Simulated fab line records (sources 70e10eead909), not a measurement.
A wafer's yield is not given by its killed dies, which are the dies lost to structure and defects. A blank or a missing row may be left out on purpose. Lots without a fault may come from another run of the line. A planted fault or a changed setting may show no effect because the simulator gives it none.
Which tool did it? / flow nandHarc / 14 lots, 42 wafers sampled, at 4 steps of a route of 1159

## WHAT THE GAUGES READ, wafer by wafer
No reading from a measuring or inspecting step in the record can be judged against a usual standard deviation.

## WHAT TOOL EACH LOT RAN ON (gives the tool, then ch and the chambers of the sampled wafers, and finally the start)
lot=L127; NHARC_A_STAIRCASE_ETCH_170=rieDiel-07 ch 0,2,3, day 10 11:34 or earlier; NHARC_A_STAIRCASE_TRIM_16=rieDiel-03 ch 1,2,3, day 10 11:34; NHARC_A_STAIRCASE_ETCH_19=rieDiel-03 ch 1,2,3, no start; NHARC_A_STAIRCASE_TRIM_26=rieDiel-03 ch 1,2,3, no start
lot=L130; NHARC_A_STAIRCASE_ETCH_170=rieDiel-03 ch 0,1, day 11 03:54 or earlier; NHARC_A_STAIRCASE_TRIM_16=rieDiel-03 ch 0,2, day 11 03:54; NHARC_A_STAIRCASE_ETCH_19=rieDiel-03 ch 1,2,3, no start; NHARC_A_STAIRCASE_TRIM_26=rieDiel-03 ch 0,2,3, no start
lot=L132; NHARC_A_STAIRCASE_ETCH_170=rieDiel-03 ch 0,2,3, day 11 11:35 or earlier; NHARC_A_STAIRCASE_TRIM_16=rieDiel-03 ch 0,1,3, day 11 11:35; NHARC_A_STAIRCASE_ETCH_19=rieDiel-03 ch 1,2,3, no start; NHARC_A_STAIRCASE_TRIM_26=rieDiel-03 ch 1,2, no start
lot=L133; NHARC_A_STAIRCASE_ETCH_170=rieDiel-03 ch 0,1,2, day 11 11:47 or earlier; NHARC_A_STAIRCASE_TRIM_16=rieDiel-02 ch 0,1,3, day 11 11:47; NHARC_A_STAIRCASE_ETCH_19=rieDiel-02 ch 1,2,3, no start; NHARC_A_STAIRCASE_TRIM_26=rieDiel-03 ch 1,2, no start
lot=L134; NHARC_A_STAIRCASE_ETCH_170=rieDiel-03 ch 1,2,3, day 12 14:13 or earlier; NHARC_A_STAIRCASE_TRIM_16=rieDiel-03 ch 0,1,2, day 12 14:13; NHARC_A_STAIRCASE_ETCH_19=rieDiel-03 ch 0,1,3, no start; NHARC_A_STAIRCASE_TRIM_26=rieDiel-03 ch 0,1,2, no start
lot=L135; NHARC_A_STAIRCASE_ETCH_170=rieDiel-02 ch 0,1, day 12 23:11 or earlier; NHARC_A_STAIRCASE_TRIM_16=rieDiel-03 ch 1,2, day 12 23:11; NHARC_A_STAIRCASE_ETCH_19=rieDiel-03 ch 0,1, no start; NHARC_A_STAIRCASE_TRIM_26=rieDiel-03 ch 0,1, no start
lot=L141; NHARC_A_STAIRCASE_ETCH_170=rieDiel-03 ch 0,1,2, day 14 02:37 or earlier; NHARC_A_STAIRCASE_TRIM_16=rieDiel-07 ch 0,1,3, day 14 02:37; NHARC_A_STAIRCASE_ETCH_19=rieDiel-07 ch 0,1, no start; NHARC_A_STAIRCASE_TRIM_26=rieDiel-02 ch 0,3, no start
lot=L142; NHARC_A_STAIRCASE_ETCH_170=rieDiel-07 ch 1,2, day 14 18:17 or earlier; NHARC_A_STAIRCASE_TRIM_16=rieDiel-07 ch 0,2, day 14 18:17; NHARC_A_STAIRCASE_ETCH_19=rieDiel-07 ch 0,1,3, no start; NHARC_A_STAIRCASE_TRIM_26=rieDiel-07 ch 0,1,3, no start
lot=L145; NHARC_A_STAIRCASE_ETCH_170=rieDiel-02 ch 0,1,3, day 15 06:23 or earlier; NHARC_A_STAIRCASE_TRIM_16=rieDiel-03 ch 0,1,3, day 15 06:23; NHARC_A_STAIRCASE_ETCH_19=rieDiel-03 ch 0,1, no start; NHARC_A_STAIRCASE_TRIM_26=rieDiel-07 ch 1,2, no start
lot=L147; NHARC_A_STAIRCASE_ETCH_170=rieDiel-02 ch 0,2,3, day 15 19:37 or earlier; NHARC_A_STAIRCASE_TRIM_16=rieDiel-07 ch 0,1, day 15 19:37; NHARC_A_STAIRCASE_ETCH_19=rieDiel-07 ch 0,1, no start; NHARC_A_STAIRCASE_TRIM_26=rieDiel-07 ch 1,2, no start
lot=L148; NHARC_A_STAIRCASE_ETCH_170=rieDiel-03 ch 0,1,2, day 15 19:58 or earlier; NHARC_A_STAIRCASE_TRIM_16=rieDiel-02 ch 0,2,3, day 15 19:58; NHARC_A_STAIRCASE_ETCH_19=rieDiel-02 ch 0,1,2, no start; NHARC_A_STAIRCASE_TRIM_26=rieDiel-02 ch 1,2,3, no start
lot=L146; NHARC_A_STAIRCASE_ETCH_170=rieDiel-07 ch 0,1,3, day 16 03:47 or earlier; NHARC_A_STAIRCASE_TRIM_16=rieDiel-03 ch 0,1,2, day 16 03:47; NHARC_A_STAIRCASE_ETCH_19=rieDiel-03 ch 0,1,3, no start; NHARC_A_STAIRCASE_TRIM_26=rieDiel-03 ch 0,1,2, no start
lot=L149; NHARC_A_STAIRCASE_ETCH_170=rieDiel-07 ch 0,1,2, day 16 09:30 or earlier; NHARC_A_STAIRCASE_TRIM_16=rieDiel-07 ch 1,2, day 16 09:30; NHARC_A_STAIRCASE_ETCH_19=rieDiel-07 ch 0,1,2, no start; NHARC_A_STAIRCASE_TRIM_26=rieDiel-07 ch 0,1,3, no start
lot=L150; NHARC_A_STAIRCASE_ETCH_170=rieDiel-03 ch 0,2, day 16 16:07 or earlier; NHARC_A_STAIRCASE_TRIM_16=rieDiel-03 ch 0,2, day 16 16:07; NHARC_A_STAIRCASE_ETCH_19=rieDiel-03 ch 1,2, no start; NHARC_A_STAIRCASE_TRIM_26=rieDiel-03 ch 1,3, no start
- NHARC_A_STAIRCASE_ETCH_170: etches the open film in C4F6/O2, target depth 200 nm, time 66.667 s.
- NHARC_A_STAIRCASE_TRIM_16: chemistry O2, time 211.2 s.
- NHARC_A_STAIRCASE_ETCH_19: etches the open film in C4F8/O2, target depth 100 nm, time 40.5 s.
- NHARC_A_STAIRCASE_TRIM_26: chemistry O2, time 211.2 s.

## AS READ BY THE TOOLS THEMSELVES (means over the sampled wafers that have a number; for cases with no such wafer, the mark the record gives instead)
NHARC_A_STAIRCASE_ETCH_170.
lot=L127; tool=rieDiel-07; drypumpMotorCurrentA (A)=6.0; oesProductAu (a.u.)=0.981; rfFwdPowerW (W)=595.0; rfVppV (V)=545; showerheadPlenumPTorr (Torr)=3.81; throttleValvePct (%)=26.908
lot=L130; tool=rieDiel-03; drypumpMotorCurrentA (A)=5.7; oesProductAu (a.u.)=0.968; rfFwdPowerW (W)=594.5; rfVppV (V)=550; showerheadPlenumPTorr (Torr)=4.13; throttleValvePct (%)=26.912
lot=L132; tool=rieDiel-03; drypumpMotorCurrentA (A)=5.8; oesProductAu (a.u.)=0.974; rfFwdPowerW (W)=594.8; rfVppV (V)=548; showerheadPlenumPTorr (Torr)=4.01; throttleValvePct (%)=26.908
lot=L133; tool=rieDiel-03; drypumpMotorCurrentA (A)=5.7; oesProductAu (a.u.)=0.966; rfFwdPowerW (W)=594.6; rfVppV (V)=550; showerheadPlenumPTorr (Torr)=4.06; throttleValvePct (%)=26.911
lot=L134; tool=rieDiel-03; drypumpMotorCurrentA (A)=5.8; oesProductAu (a.u.)=0.972; rfFwdPowerW (W)=593.4; rfVppV (V)=550; showerheadPlenumPTorr (Torr)=4.07; throttleValvePct (%)=26.908
lot=L135; tool=rieDiel-02; drypumpMotorCurrentA (A)=5.6; oesProductAu (a.u.)=0.943; rfFwdPowerW (W)=595.4; rfVppV (V)=543; showerheadPlenumPTorr (Torr)=3.75; throttleValvePct (%)=26.902
lot=L141; tool=rieDiel-03; drypumpMotorCurrentA (A)=5.7; oesProductAu (a.u.)=0.977; rfFwdPowerW (W)=595.0; rfVppV (V)=549; showerheadPlenumPTorr (Torr)=4.05; throttleValvePct (%)=26.909
lot=L142; tool=rieDiel-07; drypumpMotorCurrentA (A)=5.9; oesProductAu (a.u.)=0.973; rfFwdPowerW (W)=593.2; rfVppV (V)=543; showerheadPlenumPTorr (Torr)=3.72; throttleValvePct (%)=26.907
lot=L145; tool=rieDiel-02; drypumpMotorCurrentA (A)=5.4; oesProductAu (a.u.)=0.975; rfFwdPowerW (W)=596.4; rfVppV (V)=543; showerheadPlenumPTorr (Torr)=3.76; throttleValvePct (%)=26.905
lot=L147; tool=rieDiel-02; drypumpMotorCurrentA (A)=5.4; oesProductAu (a.u.)=0.975; rfFwdPowerW (W)=594.9; rfVppV (V)=544; showerheadPlenumPTorr (Torr)=3.75; throttleValvePct (%)=26.895
lot=L148; tool=rieDiel-03; drypumpMotorCurrentA (A)=5.7; oesProductAu (a.u.)=0.959; rfFwdPowerW (W)=596.3; rfVppV (V)=549; showerheadPlenumPTorr (Torr)=4.04; throttleValvePct (%)=26.910
lot=L146; tool=rieDiel-07; drypumpMotorCurrentA (A)=5.9; oesProductAu (a.u.)=0.982; rfFwdPowerW (W)=594.0; rfVppV (V)=548; showerheadPlenumPTorr (Torr)=3.96; throttleValvePct (%)=26.904
lot=L149; tool=rieDiel-07; drypumpMotorCurrentA (A)=6.0; oesProductAu (a.u.)=0.977; rfFwdPowerW (W)=593.7; rfVppV (V)=546; showerheadPlenumPTorr (Torr)=3.87; throttleValvePct (%)=26.895
lot=L150; tool=rieDiel-03; drypumpMotorCurrentA (A)=5.7; oesProductAu (a.u.)=0.934; rfFwdPowerW (W)=594.9; rfVppV (V)=548; showerheadPlenumPTorr (Torr)=3.97; throttleValvePct (%)=26.897

NHARC_A_STAIRCASE_TRIM_16.
lot=L127; tool=rieDiel-03; drypumpMotorCurrentA (A)=5.9; oesProductAu (a.u.)=1.002; rfVppV (V)=57.9; showerheadPlenumPTorr (Torr)=3.67; throttleValvePct (%)=17.030
lot=L130; tool=rieDiel-03; drypumpMotorCurrentA (A)=5.7; oesProductAu (a.u.)=0.999; rfVppV (V)=57.6; showerheadPlenumPTorr (Torr)=3.60; throttleValvePct (%)=17.036
lot=L132; tool=rieDiel-03; drypumpMotorCurrentA (A)=5.8; oesProductAu (a.u.)=1.000; rfVppV (V)=57.9; showerheadPlenumPTorr (Torr)=3.67; throttleValvePct (%)=17.037
lot=L133; tool=rieDiel-02; drypumpMotorCurrentA (A)=5.4; oesProductAu (a.u.)=1.004; rfVppV (V)=57.2; showerheadPlenumPTorr (Torr)=3.39; throttleValvePct (%)=17.040
lot=L134; tool=rieDiel-03; drypumpMotorCurrentA (A)=5.7; oesProductAu (a.u.)=1.130; rfVppV (V)=58.6; showerheadPlenumPTorr (Torr)=3.65; throttleValvePct (%)=17.030
lot=L135; tool=rieDiel-03; drypumpMotorCurrentA (A)=5.8; oesProductAu (a.u.)=1.137; rfVppV (V)=57.1; showerheadPlenumPTorr (Torr)=3.65; throttleValvePct (%)=17.038
lot=L141; tool=rieDiel-07; drypumpMotorCurrentA (A)=5.9; oesProductAu (a.u.)=0.988; rfVppV (V)=58.1; showerheadPlenumPTorr (Torr)=3.57; throttleValvePct (%)=17.040
lot=L142; tool=rieDiel-07; drypumpMotorCurrentA (A)=6.2; oesProductAu (a.u.)=0.997; rfVppV (V)=57.1; showerheadPlenumPTorr (Torr)=3.50; throttleValvePct (%)=17.034
lot=L145; tool=rieDiel-03; drypumpMotorCurrentA (A)=5.8; oesProductAu (a.u.)=0.988; rfVppV (V)=57.9; showerheadPlenumPTorr (Torr)=3.65; throttleValvePct (%)=17.043
lot=L147; tool=rieDiel-07; drypumpMotorCurrentA (A)=5.8; oesProductAu (a.u.)=0.999; rfVppV (V)=57.3; showerheadPlenumPTorr (Torr)=3.47; throttleValvePct (%)=17.031
lot=L148; tool=rieDiel-02; drypumpMotorCurrentA (A)=5.4; oesProductAu (a.u.)=0.999; rfVppV (V)=58.1; showerheadPlenumPTorr (Torr)=3.37; throttleValvePct (%)=17.035
lot=L146; tool=rieDiel-03; drypumpMotorCurrentA (A)=5.7; oesProductAu (a.u.)=1.001; rfVppV (V)=57.9; showerheadPlenumPTorr (Torr)=3.63; throttleValvePct (%)=17.041
lot=L149; tool=rieDiel-07; drypumpMotorCurrentA (A)=5.8; oesProductAu (a.u.)=0.996; rfVppV (V)=57.3; showerheadPlenumPTorr (Torr)=3.32; throttleValvePct (%)=17.039
lot=L150; tool=rieDiel-03; drypumpMotorCurrentA (A)=5.7; oesProductAu (a.u.)=1.002; rfVppV (V)=59.3; showerheadPlenumPTorr (Torr)=3.57; throttleValvePct (%)=17.035

NHARC_A_STAIRCASE_ETCH_19.
lot=L127; tool=rieDiel-03; oesProductAu (a.u.)=0.937; rfFwdPowerW (W)=593; rfVppV (V)=902
lot=L130; tool=rieDiel-03; oesProductAu (a.u.)=0.940; rfFwdPowerW (W)=592; rfVppV (V)=901
lot=L132; tool=rieDiel-03; oesProductAu (a.u.)=0.949; rfFwdPowerW (W)=589; rfVppV (V)=901
lot=L133; tool=rieDiel-02; oesProductAu (a.u.)=0.939; rfFwdPowerW (W)=593; rfVppV (V)=889
lot=L134; tool=rieDiel-03; oesProductAu (a.u.)=0.944; rfFwdPowerW (W)=591; rfVppV (V)=901
lot=L135; tool=rieDiel-03; oesProductAu (a.u.)=0.961; rfFwdPowerW (W)=593; rfVppV (V)=902
lot=L141; tool=rieDiel-07; oesProductAu (a.u.)=0.936; rfFwdPowerW (W)=592; rfVppV (V)=893
lot=L142; tool=rieDiel-07; oesProductAu (a.u.)=0.939; rfFwdPowerW (W)=592; rfVppV (V)=898
lot=L145; tool=rieDiel-03; oesProductAu (a.u.)=0.930; rfFwdPowerW (W)=593; rfVppV (V)=899
lot=L147; tool=rieDiel-07; oesProductAu (a.u.)=0.946; rfFwdPowerW (W)=591; rfVppV (V)=893
lot=L148; tool=rieDiel-02; oesProductAu (a.u.)=0.930; rfFwdPowerW (W)=590; rfVppV (V)=890
lot=L146; tool=rieDiel-03; oesProductAu (a.u.)=0.936; rfFwdPowerW (W)=592; rfVppV (V)=899
lot=L149; tool=rieDiel-07; oesProductAu (a.u.)=0.949; rfFwdPowerW (W)=590; rfVppV (V)=894
lot=L150; tool=rieDiel-03; oesProductAu (a.u.)=0.934; rfFwdPowerW (W)=589; rfVppV (V)=901

NHARC_A_STAIRCASE_TRIM_26.
lot=L127; tool=rieDiel-03; drypumpMotorCurrentA (A)=5.9; oesProductAu (a.u.)=0.998; rfVppV (V)=57.3; showerheadPlenumPTorr (Torr)=3.67; throttleValvePct (%)=17.029
lot=L130; tool=rieDiel-03; drypumpMotorCurrentA (A)=5.8; oesProductAu (a.u.)=1.004; rfVppV (V)=58.2; showerheadPlenumPTorr (Torr)=3.61; throttleValvePct (%)=17.041
lot=L132; tool=rieDiel-03; drypumpMotorCurrentA (A)=5.8; oesProductAu (a.u.)=1.005; rfVppV (V)=58.0; showerheadPlenumPTorr (Torr)=3.71; throttleValvePct (%)=17.043
lot=L133; tool=rieDiel-03; drypumpMotorCurrentA (A)=5.8; oesProductAu (a.u.)=1.001; rfVppV (V)=58.1; showerheadPlenumPTorr (Torr)=3.66; throttleValvePct (%)=17.031
lot=L134; tool=rieDiel-03; drypumpMotorCurrentA (A)=5.7; oesProductAu (a.u.)=0.999; rfVppV (V)=58.2; showerheadPlenumPTorr (Torr)=3.65; throttleValvePct (%)=17.038
lot=L135; tool=rieDiel-03; drypumpMotorCurrentA (A)=5.6; oesProductAu (a.u.)=0.994; rfVppV (V)=58.3; showerheadPlenumPTorr (Torr)=3.65; throttleValvePct (%)=17.039
lot=L141; tool=rieDiel-02; drypumpMotorCurrentA (A)=5.3; oesProductAu (a.u.)=1.006; rfVppV (V)=56.8; showerheadPlenumPTorr (Torr)=3.39; throttleValvePct (%)=17.049
lot=L142; tool=rieDiel-07; drypumpMotorCurrentA (A)=5.9; oesProductAu (a.u.)=0.998; rfVppV (V)=57.9; showerheadPlenumPTorr (Torr)=3.57; throttleValvePct (%)=17.033
lot=L145; tool=rieDiel-07; drypumpMotorCurrentA (A)=5.9; oesProductAu (a.u.)=1.001; rfVppV (V)=57.3; showerheadPlenumPTorr (Torr)=3.34; throttleValvePct (%)=17.039
lot=L147; tool=rieDiel-07; drypumpMotorCurrentA (A)=5.8; oesProductAu (a.u.)=0.998; rfVppV (V)=57.1; showerheadPlenumPTorr (Torr)=3.32; throttleValvePct (%)=17.040
lot=L148; tool=rieDiel-02; drypumpMotorCurrentA (A)=5.3; oesProductAu (a.u.)=1.000; rfVppV (V)=57.0; showerheadPlenumPTorr (Torr)=3.33; throttleValvePct (%)=17.037
lot=L146; tool=rieDiel-03; drypumpMotorCurrentA (A)=5.7; oesProductAu (a.u.)=0.999; rfVppV (V)=57.5; showerheadPlenumPTorr (Torr)=3.63; throttleValvePct (%)=17.037
lot=L149; tool=rieDiel-07; drypumpMotorCurrentA (A)=5.9; oesProductAu (a.u.)=0.995; rfVppV (V)=57.6; showerheadPlenumPTorr (Torr)=3.56; throttleValvePct (%)=17.038
lot=L150; tool=rieDiel-03; drypumpMotorCurrentA (A)=6.0; oesProductAu (a.u.)=0.997; rfVppV (V)=57.9; showerheadPlenumPTorr (Torr)=3.65; throttleValvePct (%)=17.039

## THE ANSWER, worked out from the rows above alone
Rule: the lots themselves supply what counts as usual. Put in order of their means at a reading, lots are off if they are a third of the lots or fewer, leave a main group of 4 or more, and stand apart from it by a gap of 3 or more times the standard deviation of the main group's means; of several such gaps the widest counts. Not used: any main group whose means are identical at the precision the tables above print for the reading. A lot without any number at a reading at which 4 lots or more have one is off too. All remaining lots with rows at the step are treated as sound. After the gauges, taken in route order, come the tools' own readings; for these a lot's mean is taken, as printed above. The first step at which some lot is off is used, and at that step the reading that is off furthest; a lot without a number counts as furthest.
Off: L134, L135, at NHARC_A_STAIRCASE_TRIM_16 (oesProductAu). Main group: mean 0.998 a.u., sd 0.0049.
If a tool, at that step or one of the process steps before it, ran each lot that is off and ran no sound lot following the first of them, it fits. NHARC_A_STAIRCASE_ETCH_170: start missing for some lots; hours and lot order therefore follow NHARC_A_STAIRCASE_TRIM_16. Of those tried, none fits.

## WHAT WAS PUT IN BY THE SIMULATOR
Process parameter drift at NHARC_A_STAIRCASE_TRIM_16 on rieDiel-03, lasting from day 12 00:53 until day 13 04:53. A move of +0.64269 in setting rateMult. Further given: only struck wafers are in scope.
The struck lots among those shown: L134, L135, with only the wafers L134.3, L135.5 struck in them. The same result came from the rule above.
